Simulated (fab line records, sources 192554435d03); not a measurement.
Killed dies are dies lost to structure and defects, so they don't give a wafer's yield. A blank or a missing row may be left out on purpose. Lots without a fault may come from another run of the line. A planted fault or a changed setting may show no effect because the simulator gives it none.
Which tool did it? | flow n5_finfet | 10 lots, 30 wafers sampled, at 2 steps of a route of 1938

WHAT THE GAUGES READ, wafer by wafer
N5_BEOL_M9_INSPECT_58: inspects for defects (darkfield).
lot  | measured     | on                | raw_defect_count
L644 | day 10 02:05 | defect_inspect-02 | 73 72 76
L648 | day 10 13:35 | defect_inspect-01 | 62 61 76
L647 | day 10 17:09 | defect_inspect-02 | 45 87 71
L650 | day 11 21:44 | defect_inspect-01 | 47 76 50
L651 | day 12 03:31 | defect_inspect-02 | 90 99 102
L654 | day 13 08:38 | defect_inspect-01 | 65 62 100
L658 | day 14 04:40 | defect_inspect-01 | 72 62 73
L659 | day 14 17:34 | defect_inspect-01 | 61 95 102
L660 | day 14 22:58 | defect_inspect-01 | 128 108 94
L665 | day 15 14:46 | defect_inspect-01 | 75 55 76

WHICH TOOL RAN EACH LOT (tool, then ch and the chambers of the sampled wafers, then the start)
lot  | N5_BEOL_M9_SPUTTER_48
L644 | pvd_sputter-03, day 10 00:40
L648 | pvd_sputter-01, day 10 12:37
L647 | pvd_sputter-03, day 10 16:00
L650 | pvd_sputter-02, day 11 20:46
L651 | pvd_sputter-01, day 12 02:31
L654 | pvd_sputter-03, day 13 07:34
L658 | pvd_sputter-03, day 14 03:24
L659 | pvd_sputter-03, day 14 16:34
L660 | pvd_sputter-02, day 14 21:38
L665 | pvd_sputter-03, day 15 13:30
- N5_BEOL_M9_SPUTTER_48: material Cu, target thk 12 nm, time 2 s.

THE ANSWER, worked out from the rows above alone
Rule: what is usual is taken from the lots themselves. Put in order of their means at a reading, lots are off if they are a third of the lots or fewer, leave a main group of 4 or more, and stand apart from it by a gap of 3 or more times the standard deviation of the main group's means; of several such gaps the widest counts. A main group whose means are all the same, to the digits that the tables above print for the reading, isn't used. A lot without any number at a reading at which 4 lots or more have one is off too. The other lots that the step has rows for count as sound.
No lot is off at any reading shown: from this, nothing can be told.

WHAT THE SIMULATOR HAD PUT IN
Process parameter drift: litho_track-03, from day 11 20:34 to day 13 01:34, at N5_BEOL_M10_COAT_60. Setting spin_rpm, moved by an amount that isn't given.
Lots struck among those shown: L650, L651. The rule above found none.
